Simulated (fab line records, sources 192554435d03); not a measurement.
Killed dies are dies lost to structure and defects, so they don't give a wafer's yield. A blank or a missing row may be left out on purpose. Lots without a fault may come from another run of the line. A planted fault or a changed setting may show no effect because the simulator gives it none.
fab line records | flow n5_finfet
record lots=24 wafers=72 last_day=18
route steps=1938 shown BEOL_M10@1531 BEOL_M11@1537
lots that met no fault: from a run of the same line without faults
start_h: hours from the record's first day to the start of the lot's first wafer shown | wait_h: hours since the lot's step before | " the same as in the row above | L1.1+2: a row that stands for several wafers | - no value, or no start given | * or withheld: withheld | < > ~ a bound
route shown NAME@n: a module of which the file shows steps, and the number in the route of the first | usual: mean/standard deviation of fault-free wafers | same: alike in all rows | chamber/n: place in a boat | sites: the reading at each site | _std_site: their standard deviation | _edge_site: outer sites' mean less inner sites' | radius_mm: how far each site lies from the wafer's centre | mask NAME#n: copy n | behind: the tool/chamber that last shaped the wafer | hold: why the lot was held/for how many hours/how that ended | device: the transistor (n, p or np) that didn't switch | end of line: the same wafers' tests at the end of the route | a step without rows: its recipe alone | killed: dies lost to structure and defects at the first sort, not the wafer's yield | map: a wafer's dies, x killed, . not, _ none there
set.NAME: the setting as run; set.NAME@STEP: as run at that earlier step | model.NAME: the simulator's own value behind a step, which no gauge read
steps of the route over a sample of lots; a table a step, a row a wafer
services: from which hour (start_h, from the record's first day; less than 0 if before it) a tool's chamber was out of use, for how many hours, and why
## steps
# step N5_BEOL_M10_THK_MEAS_53
# recipe thk_meas_gauge=xrf reads=Cu_of_BEOL_M10_ECD_50
# usual M10_THK=138.1/2.7
# columns lot.wafer tool chamber start_h wait_h M10_THK[nm]
L074.3 film_metro-02 - 222.72 - 135.6
L074.4 " - " " 135.6
L074.6 " - " " 138.8
L075.1 film_metro-02 - 238.13 - 145.0
L075.3 " - " " 139.3
L075.5 " - " " 141.0
L076.3 film_metro-02 - 244.66 - 140.0
L076.5 " - " " 138.7
L076.6 " - " " 143.7
L078.3 film_metro-01 - 246.49 - 142.3
L078.5 " - " " 138.4
L078.6 " - " " 142.4
L077.1 film_metro-01 - 246.58 - 137.6
L077.2 " - " " 135.3
L077.6 " - " " 135.0
L081.1 film_metro-01 - 271.10 - 136.6
L081.3 " - " " 137.5
L081.6 " - " " 138.7
L080.1 film_metro-01 - 274.73 - 132.8
L080.2 " - " " 134.9
L080.3 " - " " 135.8
L082.4 film_metro-02 - 283.13 - 141.4
L082.5 " - " " 140.8
L082.6 " - " " 141.9
L083.3 film_metro-01 - 294.29 - 133.3
L083.4 " - " " 136.9
L083.6 " - " " 136.8
L084.1 film_metro-02 - 300.89 - 140.2
L084.4 " - " " 139.5
L084.6 " - " " 141.0
L079.2 film_metro-01 - 307.93 - 135.7
L079.3 " - " " 129.6
L079.6 " - " " 135.8
L085.2 film_metro-01 - 311.92 - 140.3
L085.3 " - " " 138.7
L085.4 " - " " 136.5
L087.1 film_metro-01 - 312.73 - 139.7
L087.4 " - " " 138.1
L087.5 " - " " 142.7
L086.1 film_metro-02 - 314.21 - 135.9
L086.2 " - " " 137.0
L086.3 " - " " 139.7
L089.3 film_metro-02 - 334.82 - 137.3
L089.4 " - " " 143.5
L089.6 " - " " 143.8
L088.1 film_metro-01 - 337.10 - 140.5
L088.3 " - " " 134.2
L088.6 " - " " 138.0
L090.2 film_metro-02 - 345.19 - 139.1
L090.4 " - " " 139.2
L090.6 " - " " 138.1
L093.2 film_metro-01 - 345.74 - 137.1
L093.4 " - " " 135.1
L093.5 " - " " 142.0
L091.2 film_metro-01 - 346.19 - 135.9
L091.4 " - " " 137.2
L091.5 " - " " 137.5
L096.2 film_metro-02 - 376.15 - 136.4
L096.4 " - " " 137.6
L096.6 " - " " 138.1
L092.1 film_metro-01 - 379.11 - 135.6
L092.2 " - " " 135.1
L092.5 " - " " 136.3
L094.3 film_metro-01 - 383.92 - 136.4
L094.4 " - " " 134.5
L094.5 " - " " 136.8
L095.2 film_metro-01 - 384.53 - 137.3
L095.3 " - " " 138.6
L095.5 " - " " 136.1
L097.2 film_metro-01 - 386.74 - 137.1
L097.3 " - " " 138.0
L097.5 " - " " 135.8
# step N5_BEOL_M11_CURE_71
# recipe temp_c=385 time_s=240 ambient=He/Ar material=SiCOH_lowk
# usual lamp_power_pct=52.32/0.055 wafer_temp_C_max=387.3/0.79
# columns lot.wafer tool chamber start_h wait_h lamp_power_pct wafer_temp_C_max
L074.3 uv_cure-03 0 223.16 0.2 52.34 386.7
L074.4 " 0 " " 52.28 387.0
L074.6 " 0 " " 52.39 387.2
L075.1 uv_cure-03 2 238.41 0.0 52.32 387.6
L075.3 " 2 " " 52.34 386.6
L075.5 " 2 " " 52.28 387.7
L076.3 uv_cure-03 0 245.13 0.2 52.29 387.3
L076.5 " 0 " " 52.38 387.8
L076.6 " 0 " " 52.27 386.6
L077.1 uv_cure-03 0 246.87 0.0 52.40 388.5
L077.2 " 0 " " 52.28 387.6
L077.6 " 0 " " 52.30 387.9
L078.3 uv_cure-01 1 247.12 0.4 52.24 386.7
L078.5 " 1 " " 52.33 386.9
L078.6 " 1 " " 52.32 386.6
L081.1 uv_cure-01 1 271.38 0.0 52.35 387.1
L081.3 " 1 " " 52.31 386.8
L081.6 " 1 " " 52.28 387.5
L080.1 uv_cure-03 1 275.01 0.0 52.30 387.1
L080.2 " 1 " " 52.38 386.7
L080.3 " 1 " " 52.27 386.9
L082.4 uv_cure-02 2 283.65 0.3 52.35 386.6
L082.5 " 2 " " 52.28 387.6
L082.6 " 2 " " 52.28 386.4
L083.3 uv_cure-02 0 294.72 0.2 52.22 389.8
L083.4 " 0 " " 52.31 387.3
L083.6 " 0 " " 52.30 388.3
L084.1 uv_cure-03 2 301.17 0.0 52.24 387.9
L084.4 " 2 " " 52.38 388.4
L084.6 " 2 " " 52.26 387.3
L079.2 uv_cure-03 1 308.29 0.1 52.28 387.0
L079.3 " 1 " " 52.13 386.6
L079.6 " 1 " " 52.31 386.7
L085.2 uv_cure-02 1 312.27 0.1 52.36 386.2
L085.3 " 1 " " 52.36 386.0
L085.4 " 1 " " 52.32 385.8
L087.1 uv_cure-03 2 313.00 0.0 52.41 387.2
L087.4 " 2 " " 52.34 387.5
L087.5 " 2 " " 52.33 388.1
L086.1 uv_cure-03 0 314.49 0.0 52.35 388.2
L086.2 " 0 " " 52.35 387.3
L086.3 " 0 " " 52.32 387.4
L089.3 uv_cure-02 0 335.25 0.2 52.39 389.0
L089.4 " 0 " " 52.35 388.9
L089.6 " 0 " " 52.29 387.7
L088.1 uv_cure-03 1 337.38 0.0 52.27 387.5
L088.3 " 1 " " 52.35 387.1
L088.6 " 1 " " 52.40 387.4
L090.2 uv_cure-03 2 345.59 0.1 52.29 387.6
L090.4 " 2 " " 52.19 386.8
L090.6 " 2 " " 52.34 387.3
L093.2 uv_cure-02 1 346.10 0.1 52.32 385.9
L093.4 " 1 " " 52.27 386.3
L093.5 " 1 " " 52.17 385.9
L091.2 uv_cure-01 1 346.55 0.1 52.36 387.5
L091.4 " 1 " " 52.32 388.0
L091.5 " 1 " " 52.34 387.1
L096.2 uv_cure-03 0 376.72 0.3 52.29 387.3
L096.4 " 0 " " 52.30 387.8
L096.6 " 0 " " 52.24 387.5
L092.1 uv_cure-02 1 379.42 0.1 52.33 386.2
L092.2 " 1 " " 52.37 386.8
L092.5 " 1 " " 52.28 386.2
L094.3 uv_cure-01 2 384.55 0.4 52.31 387.3
L094.4 " 2 " " 52.28 387.1
L094.5 " 2 " " 52.36 387.0
L095.2 uv_cure-03 0 385.11 0.4 52.31 387.2
L095.3 " 0 " " 52.35 387.1
L095.5 " 0 " " 52.34 388.2
L097.2 uv_cure-02 0 387.15 0.2 52.34 388.6
L097.3 " 0 " " 52.32 389.1
L097.5 " 0 " " 52.23 388.4
# step N5_BEOL_M11_CD_MEAS_28
# recipe target_cd_nm=70 landing_energy_ev=500 detector=se_inlens polarity=opening
# usual cd_nm=69.9/0.95
# columns lot.wafer tool chamber start_h wait_h cd_nm
L074.3 cd_sem-01 0 226.57 - 70.5
L074.4 " 0 " " 68.9
L074.6 " 0 " " 71.0
L075.1 cd_sem-01 0 243.04 - 69.8
L075.3 " 0 " " 68.7
L075.5 " 0 " " 70.7
L076.3 cd_sem-01 0 248.83 - 68.6
L076.5 " 0 " " 70.3
L076.6 " 0 " " 69.8
L077.1 cd_sem-01 0 250.99 - 69.9
L077.2 " 0 " " 70.5
L077.6 " 0 " " 70.2
L078.3 cd_sem-01 0 253.33 - 69.8
L078.5 " 0 " " 70.0
L078.6 " 0 " " 68.8
L081.1 cd_sem-02 0 280.62 - 70.3
L081.3 " 0 " " 71.4
L081.6 " 0 " " 70.3
L080.1 cd_sem-02 0 284.33 - 71.8
L080.2 " 0 " " 70.8
L080.3 " 0 " " 70.0
L082.4 cd_sem-02 0 289.90 - 69.6
L082.5 " 0 " " 67.9
L082.6 " 0 " " 69.5
L083.3 cd_sem-03 0 298.14 - 69.1
L083.4 " 0 " " 69.3
L083.6 " 0 " " 69.5
L084.1 cd_sem-01 0 303.56 - 69.8
L084.4 " 0 " " 70.6
L084.6 " 0 " " 70.5
L079.2 cd_sem-01 0 313.05 - 71.5
L079.3 " 0 " " 71.8
L079.6 " 0 " " 70.4
L085.2 cd_sem-03 0 316.03 - 69.9
L085.3 " 0 " " 70.0
L085.4 " 0 " " 69.3
L087.1 cd_sem-02 0 316.19 - 68.9
L087.4 " 0 " " 71.2
L087.5 " 0 " " 69.7
L086.1 cd_sem-03 0 322.82 - 69.5
L086.2 " 0 " " 69.7
L086.3 " 0 " " 69.0
L088.1 cd_sem-01 0 342.34 - 69.5
L088.3 " 0 " " 70.8
L088.6 " 0 " " 69.2
L089.3 cd_sem-02 0 342.51 - 69.1
L089.4 " 0 " " 70.8
L089.6 " 0 " " 71.0
L090.2 cd_sem-03 0 349.09 - 72.3
L090.4 " 0 " " 69.8
L090.6 " 0 " " 70.2
L093.2 cd_sem-02 0 349.53 - 70.9
L093.4 " 0 " " 71.1
L093.5 " 0 " " 68.6
L091.2 cd_sem-01 0 352.92 - 69.2
L091.4 " 0 " " 69.9
L091.5 " 0 " " 69.3
L096.2 cd_sem-03 0 381.79 - 70.5
L096.4 " 0 " " 70.3
L096.6 " 0 " " 70.8
L092.1 cd_sem-01 0 385.29 - 69.7
L092.2 " 0 " " 70.7
L092.5 " 0 " " 69.0
L094.3 cd_sem-02 0 387.38 - 70.7
L094.4 " 0 " " 70.6
L094.5 " 0 " " 69.1
L095.2 cd_sem-03 0 387.54 - 69.7
L095.3 " 0 " " 69.0
L095.5 " 0 " " 70.1
L097.2 cd_sem-03 0 390.53 - 69.2
L097.3 " 0 " " 69.0
L097.5 " 0 " " 70.3
# step N5_BEOL_M11_ETCH_41
# recipe chemistry=CH3F/O2 target=SiCN target_depth_a=426 taper_deg=2 time_s=86 ion_energy_ev=120 mask_material=TiN pressure_mtorr=30 source_w=395 bias_w=75 Ar_flow_sccm=150 CH3F_flow_sccm=30 O2_flow_sccm=20
# usual CH3F_flow_sccm=29.99/0.095 drypump_motor_current_A=5.78/0.27 oes_product_au=0.78/0.076 rf_vpp_V=297.5/1.5 showerhead_plenum_p_Torr=2.01/0.069 throttle_valve_pct=16.26/0.25
# columns lot.wafer tool chamber start_h wait_h CH3F_flow_sccm drypump_motor_current_A oes_product_au rf_hours_counter_h rf_vpp_V showerhead_plenum_p_Torr throttle_valve_pct
L074.3 rie_diel-03 1 - - 30.07 6.36 0.70 179 297.6 2.07 16.04
L074.4 " 2 " " 30.03 5.71 0.86 63 300.3 2.13 16.01
L074.6 " 3 " " 29.95 5.45 0.79 - 296.5 1.93 16.45
L075.1 rie_diel-05 0 - - 29.89 5.60 0.90 22 297.6 2.04 15.83
L075.3 " 1 " " 29.85 5.93 0.69 229 298.2 2.06 16.71
L075.5 " 2 " " 30.05 6.03 0.68 - 295.3 1.90 16.66
L076.3 rie_diel-03 1 - - 29.92 6.33 0.71 186 299.2 2.07 16.09
L076.5 " 3 " " 29.85 5.46 0.79 - 295.4 1.93 16.45
L076.6 " 2 " " 30.09 5.71 0.85 - 298.9 2.12 16.03
L077.1 rie_diel-05 1 - - 30.01 5.90 0.68 232 299.6 2.06 16.71
L077.2 " 3 " " 30.06 5.65 0.88 43 298.6 2.03 16.21
L077.6 " 3 " " 30.08 5.62 0.87 - 298.5 2.03 16.21
L078.3 rie_diel-03 2 - - 29.85 5.72 0.85 72 300.0 2.12 16.05
L078.5 " 1 " " 30.07 6.28 0.70 - 297.7 2.07 16.08
L078.6 " 0 " " 29.93 5.62 0.87 - 298.6 2.03 16.11
L081.1 rie_diel-03 0 - - 29.79 5.58 0.85 75 296.6 2.03 16.16
L081.3 " 1 " " 29.88 6.28 0.69 198 298.0 2.07 16.10
L081.6 " 3 " " 30.16 5.45 0.77 - 296.9 1.92 16.48
L080.1 rie_diel-03 1 - - 29.87 6.32 0.68 199 298.0 2.07 16.09
L080.2 " 2 " " 30.06 5.70 0.84 88 299.9 2.12 16.08
L080.3 " 0 " " 29.91 5.65 0.85 76 297.1 2.03 16.16
L082.4 rie_diel-03 2 - - 29.96 5.71 0.85 89 298.0 2.12 16.08
L082.5 " 2 " " 30.19 5.70 0.83 - 300.0 2.12 16.09
L082.6 " 3 " " 30.01 5.47 0.77 - 295.0 1.92 16.47
L083.3 rie_diel-03 2 - - 30.13 5.72 0.84 92 300.4 2.12 16.09
L083.4 " 1 " " 29.93 6.33 0.68 203 297.9 2.07 16.08
L083.6 " 1 " " 30.01 6.37 0.69 - 299.6 2.06 16.11
L084.1 rie_diel-03 1 - - 29.91 6.35 0.69 205 299.9 2.06 16.10
L084.4 " 0 " " 30.04 5.59 0.85 82 297.8 2.02 16.15
L084.6 " 1 " " 29.92 6.36 0.69 - 298.2 2.06 16.09
L079.2 rie_diel-05 0 - - 30.07 5.60 0.86 42 297.5 2.04 15.85
L079.3 " 2 " " 30.01 6.01 0.67 240 295.9 1.89 16.69
L079.6 " 2 " " 29.97 6.05 0.66 - 295.1 1.89 16.71
L085.2 rie_diel-05 2 - - 30.06 6.06 0.67 241 295.5 1.89 16.71
L085.3 " 3 " " 30.04 5.64 0.84 61 296.5 2.02 16.25
L085.4 " 3 " " 29.80 5.62 0.85 - 299.3 2.02 16.23
L087.1 rie_diel-03 2 - - 29.82 5.73 0.83 97 299.6 2.11 16.10
L087.4 " 3 " " 30.05 5.45 0.75 163 295.2 1.92 16.48
L087.5 " 1 " " 29.84 6.31 0.68 - 297.4 2.06 16.11
L086.1 rie_diel-06 3 - - 30.05 5.83 0.81 89 295.5 1.93 15.98
L086.2 " 0 " " 30.04 6.11 0.68 242 296.7 1.98 16.61
L086.3 " 1 " " 30.14 5.42 0.72 187 299.1 2.06 16.39
L088.1 rie_diel-05 0 - - 29.85 5.58 0.86 50 297.8 2.03 15.89
L088.3 " 2 " " 30.12 6.03 0.67 247 295.4 1.89 16.70
L088.6 " 3 " " 30.04 5.63 0.85 - 298.0 2.02 16.26
L089.3 rie_diel-03 0 - - 30.01 5.63 0.82 93 297.7 2.02 16.19
L089.4 " 2 " " 29.95 5.72 0.81 104 299.1 2.11 16.10
L089.6 " 1 " " 29.91 6.32 0.67 - 297.3 2.06 16.13
L090.2 rie_diel-06 3 - - 30.16 5.84 0.80 96 297.2 1.93 15.99
L090.4 " 2 " " 29.96 5.80 0.72 203 296.4 1.98 16.50
L090.6 " 3 " " 30.06 5.84 0.80 - 295.3 1.93 16.00
L093.2 rie_diel-05 0 - - 29.94 5.64 0.86 52 298.0 2.03 15.88
L093.4 " 1 " " 29.97 5.92 0.97 2 297.7 2.06 16.21
L093.5 " 0 " " 30.11 5.63 0.86 - 299.2 2.03 15.88
L091.2 rie_diel-06 3 - - 30.04 5.86 0.80 97 294.5 1.93 15.99
L091.4 " 1 " " 30.12 5.41 0.72 196 298.7 2.06 16.42
L091.5 " 3 " " 30.10 5.86 0.80 - 296.3 1.93 16.00
L096.2 rie_diel-03 0 - - 29.78 5.60 0.82 103 297.4 2.02 16.22
L096.4 " 3 " " 30.05 5.47 0.74 182 295.8 1.91 16.54
L096.6 " 3 " " 29.93 5.48 0.74 - 295.4 1.91 16.54
L092.1 rie_diel-06 3 - - 29.78 5.87 0.80 108 295.6 1.93 16.03
L092.2 " 1 " " 30.04 5.42 0.72 206 298.2 2.05 16.41
L092.5 " 1 " " 30.00 5.41 0.72 - 299.1 2.05 16.42
L094.3 rie_diel-03 3 - - 30.02 5.46 0.74 183 295.7 1.91 16.54
L094.4 " 2 " " 30.16 5.71 0.80 117 299.5 2.11 16.13
L094.5 " 3 " " 30.02 5.45 0.73 - 297.1 1.91 16.53
L095.2 rie_diel-05 1 - - 30.07 5.89 0.93 14 296.1 2.05 16.25
L095.3 " 2 " " 30.00 5.99 0.93 4 299.8 2.14 16.26
L095.5 " 0 " " 30.02 5.63 0.83 - 298.4 2.03 15.91
L097.2 rie_diel-06 2 - - 29.95 5.81 0.72 216 297.8 1.97 16.54
L097.3 " 1 " " 29.98 5.41 0.72 208 298.2 2.05 16.42
L097.5 " 2 " " 30.09 5.83 0.72 - 296.0 1.97 16.54
# step N5_BEOL_M11_ALD_74
# recipe material=TaN target_thk_a=20 temp_c=275 ald_precursor_family=PDMAT ald_co_reactant=NH3 pressure_torr=3 carrier_flow_sccm=1500 pulse_time_s=2 purge_time_s=3 co_reactant_purge_time_s=2 co_reactant_pulse_time_s=3 ald_cycles=40 precursor_vessel_temp_c=75 precursor_vessel_pressure_torr=26.25 precursor_vessel_carrier_sccm=1000
# usual heater_power_w=411/44
# columns lot.wafer tool chamber start_h wait_h heater_power_w
L074.3 ald_metal-02 0 228.42 0.1 485
L074.4 " 3 " " 435
L074.6 " 3 " " 427
L075.1 ald_metal-01 3 244.28 0.0 457
L075.3 " 0 " " 469
L075.5 " 2 " " 381
L076.3 ald_metal-04 2 250.44 0.0 406
L076.5 " 1 " " 401
L076.6 " 2 " " 410
L077.1 ald_metal-01 1 254.28 0.1 401
L077.2 " 2 " " 377
L077.6 " 3 " " 458
L078.3 ald_metal-02 3 254.90 0.1 423
L078.5 " 0 " " 490
L078.6 " 3 " " 425
L081.1 ald_metal-01 0 286.12 0.1 456
L081.3 " 1 " " 394
L081.6 " 0 " " 464
L080.1 ald_metal-01 1 290.70 0.0 388
L080.2 " 3 " " 457
L080.3 " 0 " " 484
L082.4 ald_metal-01 2 291.11 0.0 384
L082.5 " 0 " " 462
L082.6 " 1 " " 396
L083.3 ald_metal-02 2 299.79 0.2 360
L083.4 " 3 " " 422
L083.6 " 2 " " 368
L084.1 ald_metal-02 1 304.88 0.0 381
L084.4 " 3 " " 433
L084.6 " 1 " " 378
L079.2 ald_metal-01 2 314.34 0.1 375
L079.3 " 1 " " 389
L079.6 " 1 " " 394
L085.2 ald_metal-02 0 318.19 0.3 498
L085.3 " 1 " " 374
L085.4 " 2 " " 367
L087.1 ald_metal-02 1 318.55 0.3 380
L087.4 " 2 " " 369
L087.5 " 1 " " 374
L086.1 ald_metal-02 2 324.38 0.0 373
L086.2 " 3 " " 423
L086.3 " 1 " " 376
L088.1 ald_metal-02 0 343.88 0.3 485
L088.3 " 3 " " 426
L088.6 " 1 " " 378
L089.3 ald_metal-02 3 344.17 0.2 436
L089.4 " 2 " " 372
L089.6 " 3 " " 426
L090.2 ald_metal-02 3 350.74 0.1 423
L090.4 " 1 " " 376
L090.6 " 0 " " 488
L093.2 ald_metal-04 1 351.03 0.3 402
L093.4 " 2 " " 399
L093.5 " 0 " " 343
L091.2 ald_metal-04 2 354.67 0.3 417
L091.4 " 2 " " 413
L091.5 " 1 " " 404
L096.2 ald_metal-02 0 383.07 0.0 491
L096.4 " 2 " " 365
L096.6 " 0 " " 492
L092.1 ald_metal-04 1 386.87 0.1 396
L092.2 " 2 " " 428
L092.5 " 0 " " 347
L094.3 ald_metal-01 2 391.00 0.0 374
L094.4 " 0 " " 475
L094.5 " 2 " " 369
L095.2 ald_metal-02 1 391.03 0.0 380
L095.3 " 2 " " 368
L095.5 " 1 " " 385
L097.2 ald_metal-04 2 391.87 0.0 404
L097.3 " 1 " " 390
L097.5 " 2 " " 404
# step N5_BEOL_M11_SPUTTER_48
# recipe material=Cu target_thk_a=120 temp_c=-20 bias_v=60 power_w=26000 chamber_pressure_pa=0.13 time_s=2
# usual chuck_gas_flow_sccm=1.26/0.054 throttle_valve_pct=29.9/1
# columns lot.wafer tool chamber start_h wait_h chuck_gas_flow_sccm throttle_valve_pct
L074.3 pvd_sputter-03 - 229.20 0.1 1.20 29.5
L074.4 " - " " 1.24 30.1
L074.6 " - " " 1.27 30.1
L075.1 pvd_sputter-02 - 244.88 0.1 1.24 29.8
L075.3 " - " " 1.19 30.6
L075.5 " - " " 1.26 30.4
L076.3 pvd_sputter-03 - 250.99 0.1 1.33 28.2
L076.5 " - " " 1.23 30.3
L076.6 " - " " 1.18 28.2
L077.1 pvd_sputter-03 - 254.91 0.1 1.31 30.3
L077.2 " - " " 1.38 29.7
L077.6 " - " " 1.17 30.3
L078.3 pvd_sputter-03 - 255.63 0.1 1.25 28.1
L078.5 " - " " 1.22 27.9
L078.6 " - " " 1.33 29.1
L081.1 pvd_sputter-03 - 290.51 0.4 1.29 29.4
L081.3 " - " " 1.37 28.2
L081.6 " - " " 1.23 29.2
L080.1 pvd_sputter-02 - 291.17 0.1 1.20 29.5
L080.2 " - " " 1.27 30.5
L080.3 " - " " 1.27 31.7
L082.4 pvd_sputter-03 - 291.63 0.0 1.35 29.7
L082.5 " - " " 1.17 30.2
L082.6 " - " " 1.31 29.5
L083.3 pvd_sputter-03 - 301.90 1.4 1.25 30.3
L083.4 " - " " 1.27 28.1
L083.6 " - " " 1.22 30.0
L084.1 pvd_sputter-01 - 305.35 0.1 1.25 31.3
L084.4 " - " " 1.32 29.9
L084.6 " - " " 1.32 30.6
L079.2 pvd_sputter-02 - 316.50 1.7 1.23 29.4
L079.3 " - " " 1.27 30.2
L079.6 " - " " 1.20 30.4
L085.2 pvd_sputter-02 - 319.26 0.2 1.32 30.6
L085.3 " - " " 1.22 30.4
L085.4 " - " " 1.34 29.3
L087.1 pvd_sputter-03 - 320.48 1.2 1.22 30.4
L087.4 " - " " 1.36 29.3
L087.5 " - " " 1.16 30.2
L086.1 pvd_sputter-03 - 325.82 0.6 1.29 29.4
L086.2 " - " " 1.31 29.6
L086.3 " - " " 1.23 28.3
L088.1 pvd_sputter-03 - 344.65 0.1 1.19 28.2
L088.3 " - " " 1.28 29.4
L088.6 " - " " 1.26 29.5
L089.3 pvd_sputter-03 - 344.85 0.2 1.28 30.1
L089.4 " - " " 1.27 29.5
L089.6 " - " " 1.25 29.6
L090.2 pvd_sputter-03 - 352.78 1.2 1.27 28.4
L090.4 " - " " 1.22 30.1
L090.6 " - " " 1.27 30.1
L093.2 pvd_sputter-03 - 352.86 1.2 1.26 30.3
L093.4 " - " " 1.26 29.6
L093.5 " - " " 1.34 30.0
L091.2 pvd_sputter-02 - 355.26 0.2 1.28 30.4
L091.4 " - " " 1.27 30.3
L091.5 " - " " 1.29 29.3
L096.2 pvd_sputter-02 - 383.65 0.1 1.19 30.5
L096.4 " - " " 1.21 30.9
L096.6 " - " " 1.26 29.5
L092.1 pvd_sputter-03 - 387.53 0.2 1.32 28.2
L092.2 " - " " 1.22 30.3
L092.5 " - " " 1.21 29.9
L094.3 pvd_sputter-02 - 391.61 0.1 1.31 30.3
L094.4 " - " " 1.34 30.6
L094.5 " - " " 1.14 31.8
L095.2 pvd_sputter-02 - 391.69 0.1 1.31 30.7
L095.3 " - " " 1.30 30.4
L095.5 " - " " 1.10 29.3
L097.2 pvd_sputter-02 - 392.45 0.1 1.20 31.8
L097.3 " - " " 1.31 30.4
L097.5 " - " " 1.29 30.1
## services
# columns tool chamber start_h hours kind
rie_diel-05 3 199.25 6.7 repair
rie_diel-05 - 215.61 0.7 repair
rie_diel-05 3 239.24 9.6 repair
ald_metal-04 3 248.32 174.3 repair
rie_diel-06 2 252.13 10.8 repair
rie_diel-06 0 256.55 7.3 repair
rie_diel-06 1 257.61 3.4 repair
rie_diel-03 1 264.32 8.9 repair
rie_diel-05 - 264.84 14.6 pm
uv_cure-02 - 271.07 1.5 repair
uv_cure-03 - 290.46 0.3 repair
rie_diel-06 3 291.33 1.9 repair
ald_metal-01 - 298.52 1.6 repair
rie_diel-05 1 312.03 4.2 repair
ald_metal-01 2 326.35 6.2 repair
rie_diel-05 - 329.63 7.5 repair
ald_metal-02 - 333.81 0.2 repair
ald_metal-01 - 337.25 14.0 pm
rie_diel-05 3 365.69 3.9 repair
rie_diel-06 0 369.06 18.3 repair
ald_metal-04 - 374.73 0.4 repair
ald_metal-02 - 375.76 3.0 repair
uv_cure-02 - 376.00 3.4 pm
ald_metal-02 - 385.44 2.8 pm
## key
fault none
